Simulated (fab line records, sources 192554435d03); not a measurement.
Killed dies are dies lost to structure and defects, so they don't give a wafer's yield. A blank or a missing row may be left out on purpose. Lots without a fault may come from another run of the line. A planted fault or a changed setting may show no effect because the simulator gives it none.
One fault seen from 2 desks | flow n5_finfet | each desk has only its own numbers; what lay behind them comes last

THE TOOL OWNER'S DESK: rie_diel-05
The tool's own readings at N5_BEOL_M6_STRIP_19 (strips in O2): means of the sampled wafers that have a number, for each lot that ran on this tool. A lot is out of limits, marked OUT, if its mean lies more than 4 standard deviations from the usual mean; the brackets give that distance.
Columns: A = chamber_pressure_mTorr at N5_BEOL_M6_STRIP_19, usual 30.00 mTorr; B = drypump_motor_current_A at N5_BEOL_M6_STRIP_19, usual 5.8 A; C = oes_product_au at N5_BEOL_M6_STRIP_19, usual 0.81 a.u.; D = rf_vpp_V at N5_BEOL_M6_STRIP_19, usual 3.7 V; E = showerhead_plenum_p_Torr at N5_BEOL_M6_STRIP_19, usual 2.11 Torr; F = throttle_valve_pct at N5_BEOL_M6_STRIP_19, usual 16.64 %
lot  | first seen here | A     | B   | C    | D   | E    | F
L324 | day 10 06:52    | 30.02 | 5.5 | 0.72 | 3.7 | 2.11 | 16.70
L326 | day 10 11:30    | 29.99 | 5.4 | 0.81 | 3.2 | 2.03 | 16.47
L338 | day 13 15:28    | 30.00 | 5.7 | 0.73 | 3.4 | 2.12 | 16.85
L341 | day 13 22:38    | 30.04 | 5.5 | 0.80 | 3.1 | 2.07 | 16.30
This desk's finding: nothing out of limits on any of the 4 lots.

THE DEFECT DESK
What the inspections along the route counted, lot by lot: means of the sampled wafers that have a number. A lot is out of limits, marked OUT, if its mean lies more than 4 standard deviations from the usual mean; the brackets give that distance.
Columns: A = raw_defect_count at N5_BEOL_M6_INSPECT_30, usual 421
lot  | first seen here | A
L321 | day 9 02:43     | 473
L323 | day 9 14:22     | 426
L324 | day 10 09:22    | 422
L326 | day 10 13:42    | 604
L335 | day 12 08:52    | 420
L337 | day 13 11:56    | 338
L338 | day 13 16:31    | 306
L341 | day 13 23:08    | 327
L342 | day 14 03:47    | 454
This desk's finding: nothing out of limits on any of the 9 lots.

PUT TOGETHER
The tool owner's desk saw nothing out of limits.
The defect desk saw nothing out of limits.

WHAT THE SIMULATOR HAD PUT IN
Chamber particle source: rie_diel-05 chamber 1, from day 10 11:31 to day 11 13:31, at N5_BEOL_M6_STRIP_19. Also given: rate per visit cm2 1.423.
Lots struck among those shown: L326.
